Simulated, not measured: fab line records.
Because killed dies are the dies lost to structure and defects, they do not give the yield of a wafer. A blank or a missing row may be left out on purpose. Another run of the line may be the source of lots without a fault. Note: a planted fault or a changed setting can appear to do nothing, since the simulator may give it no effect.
fab line records	flow n5-finfet
[record] lots = 7	wafers = 21
route steps=1938 shown BEOL_M0_SAQP@647 BEOL_M1@753 BEOL_M3@974
start-h: the number of hours between the record's first day and the start of the first shown wafer of the lot	wait-h: hours since the lot's step before	" the same as in the row above	L1.1+2: one row covering several wafers at once	- no value, or no start was given	* or withheld: withheld	< > ~ a bound
route shown NAME@n: NAME is a module with steps in the file, n the number in the route of the first one	usual: mean/standard deviation taken from wafers without a fault	same: alike in all rows	chamber/n: place in a boat	sites: the reading at each site	_std_site: standard deviation of those values	_edge_site: inner sites' mean taken away from outer sites' mean	radius-mm: for every site, how far away it sits from the centre of the wafer	mask NAME#n: copy n	behind: the last tool/chamber to shape the wafer	hold: why the lot was held/for how many hours/how that ended	device: whichever transistor did not switch (one of n, p or np)	end of line: the same wafers' tests at the end of the route	a step given without rows: its recipe and nothing more	killed: dies lost to structure and defects at the first sort, not the wafer's yield	map: per-die view of a wafer (x killed, . not killed, _ where there is no die)
set.NAME: the setting as run; set.NAME@STEP: as run at that earlier step	model.NAME: the simulator's own value behind a step, which no gauge read
lots run with intentionally changed settings; tables by step, rows by wafer
[[steps]]
[step N5_BEOL_M0_SAQP_PEB_12]
[recipe] peb-temp-c = withheld	peb-time-s = 60	resist = CAR-ArF
lot.wafer	tool	chamber	start-h	wait-h	set.peb-time-s
L075.1+4+5	litho-track-02	0	124.71	0.1	60
L079.4+5	litho-track-05	0	141.49	0.0	60
L079.6	"	0	"	"	48.18
L085.2+3	litho-track-05	0	176.37	0.0	60
L085.6	"	0	"	"	50.37
L092.2+4	litho-track-02	0	217.41	0.0	60
L092.3	"	0	"	"	72.41
L093.4+5+6	litho-track-01	0	221.03	0.0	60
L095.1+4+5	litho-track-01	0	231.11	0.1	60
L097.2+3	litho-track-02	0	250.21	0.0	70.7
L097.5	"	0	"	"	60
[step N5_BEOL_M0_SAQP_DEVELOP_13]
[recipe] develop-time-s = 30	developer = TMAH	resist = CAR-ArF	dev-temp-c = 23	rinse-liquid = diw	dry = air-spin
[step N5_BEOL_M0_SAQP_CD_MEAS_14]
[recipe] target-cd-nm = 42.5	landing-energy-ev = 500	detector = se-inlens
[usual] cd-nm = 42.4/0.31
lot.wafer	tool	chamber	start-h	wait-h	set.peb-time-s@BEOL_M0_SAQP_PEB_12	cd-nm
L075.1	cd-sem-01	0	124.78	-	60	42.6
L075.4	"	0	"	"	60	42.7
L075.5	"	0	"	"	60	42.2
L079.4	cd-sem-02	0	141.56	-	60	42.3
L079.5	"	0	"	"	60	41.7
L079.6	"	0	"	"	48.18	46.0
L085.2	cd-sem-03	0	176.44	-	60	42.2
L085.3	"	0	"	"	60	42.1
L085.6	"	0	"	"	50.37	45.2
L092.2	cd-sem-02	0	217.47	-	60	42.5
L092.3	"	0	"	"	72.41	39.7
L092.4	"	0	"	"	60	42.4
L093.4	cd-sem-03	0	221.10	-	60	42.8
L093.5	"	0	"	"	60	42.7
L093.6	"	0	"	"	60	43.1
L095.1	cd-sem-02	0	231.18	-	60	42.0
L095.4	"	0	"	"	60	42.7
L095.5	"	0	"	"	60	42.7
L097.2	cd-sem-01	0	250.28	-	70.7	40.3
L097.3	"	0	"	"	70.7	40.4
L097.5	"	0	"	"	60	42.3
[step N5_BEOL_M0_SAQP_DESCUM_19]
[recipe] chemistry = O2	time-s = 7.9	source-power-w = 50	bias-power-w = 20	pressure-mtorr = 20	rf-frequency-hz = 2.712e+07	temp-c = 40	resist = CAR-ArF	o2-flow-sccm = 225
[step N5_BEOL_M0_SAQP_ETCH_83]
[recipe] chemistry = CF4	target = SiARC	target-depth-a = 390	mask-material = CAR-ArF	time-s = 65	ion-energy-ev = 80	pressure-mtorr = 40	source-w = 545	bias-w = 36	Ar_flow_sccm = 100	cf4-flow-sccm = 100	ends = cleared
[step N5_BEOL_M0_SAQP_ETCH_84]
[recipe] chemistry = N2/H2	target = SOC	target-depth-a = 1000	overetch-a = 200	mask-material = SiARC	temp-c = 40	time-s = 150	ion-energy-ev = 200	pressure-mtorr = 30	source-w = 840	bias-w = 150	n2-flow-sccm = 200	h2-flow-sccm = 200
lot.wafer	tool	chamber	start-h	wait-h	set.spin-rpm@BEOL_M0_SAQP_COAT_81	model.etch.depth-nm
L075.1	rie-diel-06	2	124.95	0.0	1500	99.46
L075.4	"	3	"	"	1500	99.29
L075.5	"	1	"	"	1500	99.84
L079.4	rie-diel-06	2	141.73	0.0	1411	103.4
L079.5	"	2	"	"	1500	100.1
L079.6	"	3	"	"	1500	100
L085.2+6	rie-diel-03	0,1	176.61	0.0	1376	104.4
L085.3	"	2	"	"	1500	99.85
L092.2	rie-diel-03	2	217.68	0.0	1410	103.4
L092.3	"	1	"	"	1410	103.1
L092.4	"	3	"	"	1410	103.2
L093.4	rie-diel-03	2	221.27	0.0	1415	103
L093.5	"	1	"	"	1500	99.89
L093.6	"	0	"	"	1415	102.7
L095.1	rie-diel-02	1	231.39	0.0	1500	99.88
L095.4	"	2	"	"	1500	99.92
L095.5	"	0	"	"	1500	99.38
L097.2	rie-diel-02	3	250.45	0.0	1500	100
L097.3	"	2	"	"	1647	95.37
L097.5	"	0	"	"	1500	100.3
[step N5_BEOL_M0_SAQP_STRIP_80]
[recipe] chemistry = N2/H2	temp-c = 40	n2-flow-sccm = 200	h2-flow-sccm = 200	rf-frequency-hz = 6e+07
[step N5_BEOL_M0_SAQP_HM_OPEN_112]
[recipe] chemistry = CHF3/O2	target = SiO2	stop-on = a-Si	target-depth-a = 120	over-etch-frac = 1.25	mask-material = SOC	time-s = 13.5	pressure-mtorr = 30	source-w = 650	bias-w = 170	Ar_flow_sccm = 200	CHF3_flow_sccm = 50	O2_flow_sccm = 5	ion-energy-ev = 200	ends = end-point
[step N5_BEOL_M0_SAQP_STRIP_113]
[recipe] chemistry = CHF3/O2	resist = SiARC	rf-frequency-hz = 6e+07
[step N5_BEOL_M0_SAQP_MANDREL_ETCH_20]
[recipe] target-depth-a = 600	chemistry = HBr/Cl2	target = a-Si	stop-on = SiNx	bt-time-s = 10	mask-material = SOC	over-etch-frac = 0.5	time-s = 30	pressure-mtorr = 10	icp-w = 800	bias-w = 75	HBr_flow_sccm = 150	Cl2_flow_sccm = 80	ends = end-point
lot.wafer	tool	chamber	start-h	wait-h	set.spin-rpm@BEOL_M0_SAQP_COAT_81	model.SOC_of_BEOL_M0_SAQP_COAT_81.thk-nm
L075.1	rie-si-06	2	125.14	0.0	1500	75.8
L075.4	"	3	"	"	1500	75.6
L075.5	"	0	"	"	1500	76.4
L079.4	rie-si-06	0	141.92	0.0	1411	79.8
L079.5	"	0	"	"	1500	76.4
L079.6	"	3	"	"	1500	76
L085.2	rie-si-06	1	176.80	0.0	1376	80.8
L085.3	"	3	"	"	1500	76.2
L085.6	"	0	"	"	1376	81
L092.2	rie-si-06	0	217.87	0.0	1410	80
L092.3	"	1	"	"	1410	79.6
L092.4	"	3	"	"	1410	79.4
L093.4	rie-si-05	2	221.50	0.1	1415	79.2
L093.5	"	0	"	"	1500	75.8
L093.6	"	3	"	"	1415	78.6
L095.1	rie-si-01	1	231.58	0.0	1500	76
L095.4	"	2	"	"	1500	75.8
L095.5	"	0	"	"	1500	75
L097.2	rie-si-01	2	250.64	0.0	1500	75.6
L097.3	"	0	"	"	1647	71
L097.5	"	2	"	"	1500	76
[step N5_BEOL_M1_PECVD_72]
[recipe] material = SiO2	target-thk-a = 160	temp-c = 400	precursor = TEOS/O2	pressure-torr = 5.5	rf-w = 450	teos-flow-sccm = 53.8	gas = O2	flow-sccm = 3000	time-s = 18
lot.wafer	tool	chamber	start-h	wait-h	set.temp-c	model.SiO2_of_BEOL_M1_PECVD_72.thk-nm
L075.1+4	pecvd-03	0,1	138.69	0.0	400	16
L075.5	"	2	"	"	409.4	15
L079.4	pecvd-03	0	153.77	0.1	405.9	15.4
L079.5	"	1	"	"	400	16.4
L079.6	"	2	"	"	405.9	15.6
L085.2+3	pecvd-02	1,2	188.94	0.0	400	15.8
L085.6	"	2	"	"	400	16
L092.2	pecvd-02	2	229.68	0.0	389.4	17
L092.3	"	0	"	"	389.4	16.8
L092.4	"	2	"	"	400	15.8
L093.4	pecvd-03	1	232.77	0.1	416.2	14.2
L093.5	"	1	"	"	416.2	14.4
L093.6	"	2	"	"	400	16
L095.1	pecvd-03	1	241.50	0.0	400	15.4
L095.4	"	0	"	"	400	15.8
L095.5	"	1	"	"	400	16
L097.2	pecvd-01	1	266.62	0.0	400	15.8
L097.3	"	2	"	"	400	16.2
L097.5	"	2	"	"	400	16
[step N5_BEOL_M1_COAT_61]
[recipe] resist = SOC	temp-c = 250	time-s = 60	spin-rpm = 1500	resist-thk-nm = 60
lot.wafer	tool	chamber	start-h	wait-h	set.spin-rpm	model.SOC_of_BEOL_M1_COAT_61.thk-nm
L075.1	litho-track-02	0	139.83	0.1	1449	61
L075.4	"	0	"	"	1500	59.8
L075.5	"	0	"	"	1449	61.2
L079.4+6	litho-track-04	0	154.80	0.1	1374	62.6
L079.5	"	0	"	"	1500	59.8
L085.2	litho-track-05	0	190.91	0.1	1500	59.6
L085.3	"	0	"	"	1500	60
L085.6	"	0	"	"	1450	61.2
L092.2+3	litho-track-05	0	230.36	0.1	1639	57.4
L092.4	"	0	"	"	1500	60
L093.4+5+6	litho-track-02	0	233.61	0.1	1500	60
L095.1+5	litho-track-05	0	242.57	0.1	1500	59.6
L095.4	"	0	"	"	1500	59.8
L097.2+3	litho-track-05	0	268.00	0.1	1500	59.8
L097.5	"	0	"	"	1500	60
[step N5_BEOL_M1_COAT_62]
[recipe] resist = SiARC	temp-c = 220	time-s = 60	spin-rpm = 1500	resist-thk-nm = 12
[step N5_BEOL_M1_COAT_73]
[recipe] resist = underlayer	temp-c = 205	time-s = 60	spin-rpm = 1500	resist-thk-nm = 5
[step N5_BEOL_M1_ETCH_74]
[recipe] chemistry = N2/H2	target = underlayer	target-depth-a = 65	mask-material = CAR-EUV	time-s = 5.2	ion-energy-ev = 200	pressure-mtorr = 30	source-w = 840	bias-w = 150	n2-flow-sccm = 200	h2-flow-sccm = 200	ends = cleared
[step N5_BEOL_M1_ETCH_63]
[recipe] chemistry = CF4	target = SiARC	target-depth-a = 156	mask-material = CAR-EUV	time-s = 26	ion-energy-ev = 80	pressure-mtorr = 40	source-w = 545	bias-w = 36	Ar_flow_sccm = 100	cf4-flow-sccm = 100	ends = cleared
[step N5_BEOL_M1_ETCH_64]
[recipe] chemistry = N2/H2	target = SOC	target-depth-a = 750	overetch-a = 150	mask-material = SiARC	temp-c = 40	time-s = 112.5	ion-energy-ev = 200	pressure-mtorr = 30	source-w = 840	bias-w = 150	n2-flow-sccm = 200	h2-flow-sccm = 200
lot.wafer	tool	chamber	start-h	wait-h	set.spin-rpm@BEOL_M1_COAT_61	model.etch.depth-nm
L075.1	rie-diel-03	1	140.39	0.0	1449	61.05
L075.4	"	2	"	"	1500	59.74
L075.5	"	3	"	"	1449	61.13
L079.4	rie-diel-02	1	155.33	0.1	1374	62.59
L079.5	"	0	"	"	1500	59.88
L079.6	"	2	"	"	1374	62.58
L085.2	rie-diel-02	3	191.54	0.0	1500	59.68
L085.3	"	0	"	"	1500	59.93
L085.6	"	0	"	"	1450	61.27
L092.2	rie-diel-03	0	230.99	0.0	1639	57.4
L092.3	"	1	"	"	1639	57.49
L092.4	"	3	"	"	1500	59.96
L093.4+6	rie-diel-06	2,3	234.37	0.1	1500	59.99
L093.5	"	2	"	"	1500	59.98
L095.1	rie-diel-02	2	243.26	0.0	1500	59.69
L095.4	"	1	"	"	1500	59.81
L095.5	"	1	"	"	1500	59.61
L097.2	rie-diel-03	1	268.80	0.0	1500	59.78
L097.3	"	2	"	"	1500	59.89
L097.5	"	2	"	"	1500	59.93
[step N5_BEOL_M1_STRIP_65]
[recipe] chemistry = N2/H2	temp-c = 40	n2-flow-sccm = 200	h2-flow-sccm = 200	rf-frequency-hz = 6e+07
[step N5_BEOL_M1_STRIP_75]
[recipe] chemistry = N2/H2	temp-c = 40	n2-flow-sccm = 200	h2-flow-sccm = 200	rf-frequency-hz = 6e+07
[step N5_BEOL_M1_STRIP_66]
[recipe] chemistry = CF4	resist = SiARC	power-w = 300	bias-power-w = 75	pressure-mtorr = 50	cf4-flow-sccm = 150	rf-frequency-hz = 6e+07
[step N5_BEOL_M1_HM_OPEN_17]
[recipe] chemistry = Cl2/BCl3	target-depth-a = 200	overetch-a = 60	target = TiN	mask-material = SOC	ion-energy-ev = 150	pressure-mtorr = 10	icp-w = 1000	bias-w = 126	Cl2_flow_sccm = 53.25	bcl3-flow-sccm = 21.75	Ar_flow_sccm = 25
lot.wafer	tool	chamber	start-h	wait-h	set.spin-rpm@BEOL_M1_COAT_61	model.SOC_of_BEOL_M1_COAT_61.thk-nm
L075.1	rie-metal-01	0	140.56	0.0	1449	53
L075.4	"	1	"	"	1500	52
L075.5	"	1	"	"	1449	53.2
L079.4+6	rie-metal-02	1,0	155.48	0.1	1374	54.6
L079.5	"	1	"	"	1500	52
L085.2	rie-metal-03	1	191.71	0.0	1500	51.8
L085.3	"	1	"	"	1500	52
L085.6	"	0	"	"	1450	53.4
L092.2	rie-metal-01	1	231.16	0.0	1639	49.4
L092.3	"	1	"	"	1639	49.6
L092.4	"	0	"	"	1500	52
L093.4+6	rie-metal-03	0	234.59	0.1	1500	52.2
L093.5	"	1	"	"	1500	52
L095.1+4+5	rie-metal-01	1,0,1	243.44	0.0	1500	51.6
L097.2+3	rie-metal-01	1,0	268.97	0.0	1500	51.8
L097.5	"	1	"	"	1500	52
[step N5_BEOL_M1_TRENCH_ETCH_37]
[recipe] chemistry = C4F6/O2	target-depth-a = 552.07	target = SiOC	time-s = 29	ion-energy-ev = 250	pressure-mtorr = 30	source-w = 355	bias-w = 185	Ar_flow_sccm = 300	C4F6_flow_sccm = 10	O2_flow_sccm = 10
lot.wafer	tool	chamber	start-h	wait-h	set.time-s	model.BEOL_M1.feature-depth-nm	model.etch.depth-nm
L075.1	rie-diel-02	0	-	-	29	55.8	55.74
L075.4	"	1	"	"	29	55.6	55.65
L075.5	"	1	"	"	24.9	48	48
L079.4	rie-diel-06	0	-	-	29	54.6	54.68
L079.5	"	2	"	"	29	55	55.04
L079.6	"	1	"	"	29	56.6	56.69
L085.2	rie-diel-02	2	-	-	29	54.6	54.56
L085.3	"	0	"	"	29	55.6	55.53
L085.6	"	1	"	"	24.95	47.2	47.22
L092.2	rie-diel-06	2	-	-	29	54.8	54.76
L092.3	"	2	"	"	33.29	63.2	63.23
L092.4	"	3	"	"	29	55.2	55.24
L093.4	rie-diel-06	3	-	-	29	54	54.06
L093.5	"	3	"	"	29	54	53.95
L093.6	"	3	"	"	29	54.2	54.25
L095.1	rie-diel-02	2	-	-	29	55	55.06
L095.4	"	3	"	"	29	57.2	57.13
L095.5	"	2	"	"	29	55	54.9
L097.2	rie-diel-02	3	-	-	34.36	66.4	66.3
L097.3	"	2	"	"	29	54	54.02
L097.5	"	3	"	"	34.36	66.4	66.34
[step N5_BEOL_M1_ETCH_41]
[recipe] chemistry = CH3F/O2	target = SiCN	target-depth-a = 319	taper-deg = 2	time-s = 57.8	ion-energy-ev = 120	mask-material = TiN	pressure-mtorr = 30	source-w = 395	bias-w = 75	Ar_flow_sccm = 150	CH3F_flow_sccm = 30	O2_flow_sccm = 20
[step N5_BEOL_M1_STRIP_97]
[recipe] chemistry = N2/H2	time-s = 10	power-w = 450	temp-c = 40	pressure-mtorr = 20	rf-frequency-hz = 6e+07	bias-power-w = 7	n2-flow-sccm = 200	h2-flow-sccm = 200
[step N5_BEOL_M1_OCD_MEAS_38]
[usual] trench-depth-nm = 55.1/0.94
lot.wafer	tool	chamber	start-h	wait-h	set.time-s@BEOL_M1_TRENCH_ETCH_37	trench-depth-nm
L075.1	ocd-01	-	142.53	-	29	55.7
L075.4	"	-	"	"	29	55.2
L075.5	"	-	"	"	24.9	47.7
L079.4	ocd-02	-	157.04	-	29	54.9
L079.5	"	-	"	"	29	54.9
L079.6	"	-	"	"	29	56.3
L085.2	ocd-01	-	194.37	-	29	54.3
L085.3	"	-	"	"	29	55.5
L085.6	"	-	"	"	24.95	47.2
L092.2	ocd-02	-	238.94	-	29	55.1
L092.3	"	-	"	"	33.29	62.8
L092.4	"	-	"	"	29	55.6
L093.4	ocd-01	-	242.88	-	29	54.1
L093.5	"	-	"	"	29	54.4
L093.6	"	-	"	"	29	54.7
L095.1	ocd-02	-	247.66	-	29	55.1
L095.4	"	-	"	"	29	56.7
L095.5	"	-	"	"	29	55.0
L097.2	ocd-02	-	272.17	-	34.36	66.5
L097.3	"	-	"	"	29	54.7
L097.5	"	-	"	"	34.36	66.7
[step N5_BEOL_M1_HM_STRIP_39]
[recipe] chemistry = peroxide-tin-strip	material = TiN	target-depth-a = 250	temp-c = 50	time-s = 158
lot.wafer	tool	chamber	start-h	wait-h	set.temp-c@BEOL_M1_PECVD_72	model.SiO2_of_BEOL_M1_PECVD_72.thk-nm
L075.1+4	wet-bench-03	7,5	142.56	0.0	400	15.8
L075.5	"	6	"	"	409.4	14.8
L079.4	wet-bench-03	5	157.07	0.0	405.9	15.4
L079.5	"	0	"	"	400	16.2
L079.6	"	3	"	"	405.9	15.6
L085.2+6	wet-bench-05	0,7	194.40	0.0	400	15.8
L085.3	"	2	"	"	400	15.6
L092.2	wet-bench-02	4	238.97	0.0	389.4	16.8
L092.3	"	7	"	"	389.4	16.6
L092.4	"	6	"	"	400	15.8
L093.4+5	wet-bench-05	1,2	242.91	0.0	416.2	14.2
L093.6	"	6	"	"	400	15.8
L095.1	wet-bench-03	2	247.69	0.0	400	15.4
L095.4	"	6	"	"	400	15.6
L095.5	"	7	"	"	400	15.8
L097.2	wet-bench-05	7	272.20	0.0	400	15.6
L097.3+5	"	0,4	"	"	400	16
[step N5_BEOL_M1_ALD_84]
[recipe] material = TaN	target-thk-a = *	temp-c = 275	ald-precursor-family = PDMAT	ald-co-reactant = NH3	pressure-torr = 3	carrier-flow-sccm = 1500	pulse-time-s = 2	purge-time-s = 3	co-reactant-purge-time-s = 2	co-reactant-pulse-time-s = 3	ald-cycles = 30	precursor-vessel-temp-c = 75	precursor-vessel-pressure-torr = 26.25	precursor-vessel-carrier-sccm = 1000
lot.wafer	tool	chamber	start-h	wait-h	set.ald-cycles	model.TaN_of_BEOL_M1_ALD_84.thk-nm
L075.1+4	ald-metal-03	3,0	142.83	0.0	27	*
L075.5	"	2	"	"	30	*
L079.4	ald-metal-03	2	157.70	0.0	30	*
L079.5+6	"	2,3	"	"	26	*
L085.2	ald-metal-02	2	195.67	0.1	30	*
L085.3+6	"	1	"	"	30	*
L092.2+4	ald-metal-03	2	239.46	0.0	30	*
L092.3	"	1	"	"	30	*
L093.4+5+6	ald-metal-04	3,0,1	243.21	0.0	30	*
L095.1+4+5	ald-metal-02	0,3,2	248.51	0.1	30	*
L097.2+5	ald-metal-04	3,1	272.46	0.0	25	*
L097.3	"	0	"	"	30	*
[step N5_BEOL_M3_ETCH_70]
[recipe] chemistry = N2/H2	target = SOC	target-depth-a = 800	overetch-a = 160	mask-material = SiARC	temp-c = 40	time-s = 120	ion-energy-ev = 200	pressure-mtorr = 30	source-w = 840	bias-w = 150	n2-flow-sccm = 200	h2-flow-sccm = 200
[usual] rf-vpp-V = 524.2/2.6
lot.wafer	tool	chamber	start-h	wait-h	set.source-w	rf-vpp-V
L075.1	rie-diel-03	2	159.33	0.0	963.8	497.8
L075.4	"	0	"	"	840	523.3
L075.5	"	1	"	"	963.8	503.4
L079.4	rie-diel-02	1	178.57	0.0	722.7	554.2
L079.5	"	2	"	"	722.7	548.5
L079.6	"	1	"	"	722.7	555.0
L085.2	rie-diel-06	3	212.85	0.0	840	528.5
L085.3	"	0	"	"	905.7	509.1
L085.6	"	1	"	"	905.7	513.0
L092.2	rie-diel-03	0	257.10	0.0	840	522.9
L092.3	"	3	"	"	840	522.9
L092.4	"	1	"	"	840	526.6
L093.4	rie-diel-03	0	267.60	0.0	793.5	531.6
L093.5	"	1	"	"	793.5	536.7
L093.6	"	0	"	"	840	522.8
L095.1	rie-diel-03	0	271.37	0.0	840	523.7
L095.4	"	3	"	"	840	521.2
L095.5	"	2	"	"	840	520.7
L097.2	rie-diel-03	2	293.14	0.0	840	521.3
L097.3	"	0	"	"	840	520.2
L097.5	"	0	"	"	840	522.9
[[key]]
[split] step = N5_BEOL_M0_SAQP_PEB_12	setting = peb-time-s	stated = 60	by = wafer
[response] step = N5_BEOL_M0_SAQP_CD_MEAS_14	reading = cd-nm	change = -0.157	per = 1%	r = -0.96
[split] step = N5_BEOL_M1_PECVD_72	setting = temp-c	stated = 400	by = wafer
[response] step = N5_BEOL_M1_PECVD_72	reading = model.SiO2_of_BEOL_M1_PECVD_72.thk-nm	change = -0.433	per = 1%	r = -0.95
[response] step = N5_BEOL_M1_HM_STRIP_39	reading = model.SiO2_of_BEOL_M1_PECVD_72.thk-nm	change = -0.394	per = 1%	r = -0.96
[split] step = N5_BEOL_M1_COAT_61	setting = spin-rpm	stated = 1500	by = wafer
[response] step = N5_BEOL_M1_COAT_61	reading = model.SOC_of_BEOL_M1_COAT_61.thk-nm	change = -0.317	per = 1%	r = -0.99
[response] step = N5_BEOL_M1_ETCH_64	reading = model.etch.depth-nm	change = -0.31	per = 1%	r = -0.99
[response] step = N5_BEOL_M1_HM_OPEN_17	reading = model.SOC_of_BEOL_M1_COAT_61.thk-nm	change = -0.3	per = 1%	r = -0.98
[split] step = N5_BEOL_M1_TRENCH_ETCH_37	setting = time-s	stated = 29	by = wafer
[response] step = N5_BEOL_M1_TRENCH_ETCH_37	reading = model.BEOL_M1.feature-depth-nm	change = +0.596	per = 1%	r = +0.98
[response] step = N5_BEOL_M1_TRENCH_ETCH_37	reading = model.etch.depth-nm	change = +0.594	per = 1%	r = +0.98
[response] step = N5_BEOL_M1_OCD_MEAS_38	reading = trench-depth-nm	change = +0.574	per = 1%	r = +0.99
[split] step = N5_BEOL_M1_ALD_84	setting = ald-cycles	stated = 30	by = wafer
[response] step = N5_BEOL_M1_ALD_84	reading = model.TaN_of_BEOL_M1_ALD_84.thk-nm	change = *	per = 1%	r = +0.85
[split] step = N5_BEOL_M3_ETCH_70	setting = source-w	stated = 840	by = wafer
[response] step = N5_BEOL_M3_ETCH_70	reading = rf-vpp-V	change = -1.73	per = 1%	r = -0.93
split outside-this-file step=N5_BEOL_M0_SAQP_COAT_81 setting=spin-rpm
// split outside-this-file: this setting was split too, and the file shows its column; the key of that split is in another file
